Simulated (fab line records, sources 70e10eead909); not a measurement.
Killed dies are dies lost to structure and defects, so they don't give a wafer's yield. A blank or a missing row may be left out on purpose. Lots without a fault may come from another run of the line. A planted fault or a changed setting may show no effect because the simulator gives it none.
A struck lot beside a sound one | flow nand_harc | 15 steps out of a route of 1159
Sound: wafers L240.3, L240.5, L240.6. Struck: wafers L244.3, L244.5, L244.6. The cause comes at the end.
At each step with rows: each side's tool, then ch and its chambers, then its first start. Under that, the readings that differ: sound wafers | struck wafers | difference of the means | sigmas: that difference in standard deviations of wafers without a fault.
alike: readings whose means differ by less than 2 such deviations, and words and numbers that are the same on both sides. not compared: withheld readings, readings that some wafer has no value for, bounds like >300 that may hide the same value, and numbers for which the record gives no deviation and whose values overlap.
The two part at a step that has a row with sigmas, a row that says differs or no value, or rows on one side only. Numbers that don't overlap but have no deviation are shown without sigmas and don't part them. A reading that every wafer of one side lacks parts them only if that side has two wafers or more.

NHARC_P_M2_OVL_MEAS_10: pitch 340 nm.
  sound on overlay-01, day 8 15:23; struck on overlay-02, day 9 15:13
  alike: overlay_x_nm, overlay_y_nm
NHARC_P_M2_INSPECT_11:
  sound on defect_inspect-01, day 8 15:26; struck on defect_inspect-01, day 9 15:16
  alike: raw_defect_count
NHARC_P_M2_DESCUM_14: chemistry O2, time 3 s.
  sound on rie_diel-08 ch 0,1, day 8 15:30; struck on rie_diel-06 ch 1,2, day 9 15:20
  alike: chamber_pressure_mTorr, drypump_motor_current_A, oes_product_au, rf_vpp_V, showerhead_plenum_p_Torr, throttle_valve_pct
  not compared: rf_hours_counter_h
NHARC_P_M2_ETCH_35: etches the open film in N2/H2, target depth 40 nm, overetch 12 nm, time 43.94 s.
  sound on rie_diel-08 ch 0,3, day 8 15:34; struck on rie_diel-06 ch 0,1, day 9 15:24
  alike: chamber_pressure_mTorr, drypump_motor_current_A, oes_product_au, rf_vpp_V, showerhead_plenum_p_Torr, throttle_valve_pct
  not compared: rf_hours_counter_h
NHARC_P_M2_ETCH_15: etches the open film in C4F8/Ar, target depth 182.5 nm, time 91.2 s.
  sound on rie_diel-08 ch 0,1; struck on rie_diel-06 ch 0,1,3
  alike: chamber_pressure_mTorr, oes_product_au, rf_vpp_V
  not compared: rf_hours_counter_h
NHARC_P_M2_CD_MEAS_16:
  sound on cd_sem-01, day 8 15:48; struck on cd_sem-02, day 9 15:38
  alike: cd_nm
NHARC_P_M2_STRIP_18: strips in N2/H2.
  sound on rie_diel-06 ch 2,3, day 8 15:52; struck on rie_diel-06 ch 0,1, day 9 15:42
  alike: chamber_pressure_mTorr, drypump_motor_current_A, oes_product_au, rf_vpp_V, showerhead_plenum_p_Torr, throttle_valve_pct
  not compared: rf_hours_counter_h
then, 4 steps without rows for these wafers: NHARC_P_M2_ETCH_28 (etches the open film in CF4/N2, target depth 30 nm, time 72.99 s); NHARC_P_M2_STRIP_19 (strips in post etch residue remover, time 600 s); NHARC_P_M2_DEGAS_29 (time 60 s); NHARC_P_M2_PRE_CLEAN_30 (time 30 s).
NHARC_P_M2_PVD_20: deposits TaN, target thk 5 nm, time 8.06 s.
  sound on pvd_sputter-03; struck on pvd_sputter-01
  alike: bias_v, cathode_dc_power_W, throttle_valve_pct
NHARC_P_M2_PVD_21: deposits Cu, target thk 30 nm, time 20.49 s.
  sound on pvd_sputter-03, day 8 16:45; struck on pvd_sputter-01, day 9 16:34
  no value came back on the struck wafers for cathode_dc_power_W (W), chamber_pressure_pa (Pa), throttle_valve_pct (%); on the sound wafers cathode_dc_power_W (W) reads 4999.0 4999.9 4999.6
then, 1 step without rows for these wafers: NHARC_P_M2_ECD_22 (material Cu, target thk 400 nm).
-- the record jumps here: 13 days lie between the struck wafers' starts before and after (it left off in module P_M2 and takes up again in module END, whose first step shown is number 1159 of the route) --
NHARC_END_SORT_01:
  sound on prober-01 ch 0, day 21 14:26; struck on prober-02 ch 0, day 22 15:08
  reading                  | sound          | struck                                                               | difference                   | sigmas
  hold                     | - - -          | await_dispo/2.9h/scrap await_dispo/2.9h/scrap await_dispo/2.9h/scrap | no value on the sound wafers |
  defect_limited_yield (%) | 97.8 98.1 97.0 | 0 0 0                                                                | -98                          | -65
  killed_at_array          | 14 9 12        | 31 40 34                                                             | +23                          | +2
  killed_at_periphery      | 1 2 7          | 646 637 643                                                          | +639                         | +99 or more
  killed_dies              | 15 13 20       | 677 677 677                                                          | +661                         | +66
  sort_bin_2_pct (%)       | 0.4 0.4 0.6    | 96.2 95.7 96.3                                                       | +95.6                        | +99 or more
  sort_n_pass              | 662 664 657    | 0 0 0                                                                | -661                         | -66
  sort_rim_yield_pct (%)   | 98.1 98.1 98.1 | 0 0 0                                                                | -98                          | -49
  sort_yield_pct (%)       | 97.8 98.1 97.0 | 0 0 0                                                                | -98                          | -65
  alike: killed_at_other, killed_open, killed_short, sort_bin_3_pct, sort_bin_4_pct

WHERE THEY PART
First at NHARC_P_M2_PVD_21; last, within this record, at NHARC_END_SORT_01.

WHY: what the simulator had put in
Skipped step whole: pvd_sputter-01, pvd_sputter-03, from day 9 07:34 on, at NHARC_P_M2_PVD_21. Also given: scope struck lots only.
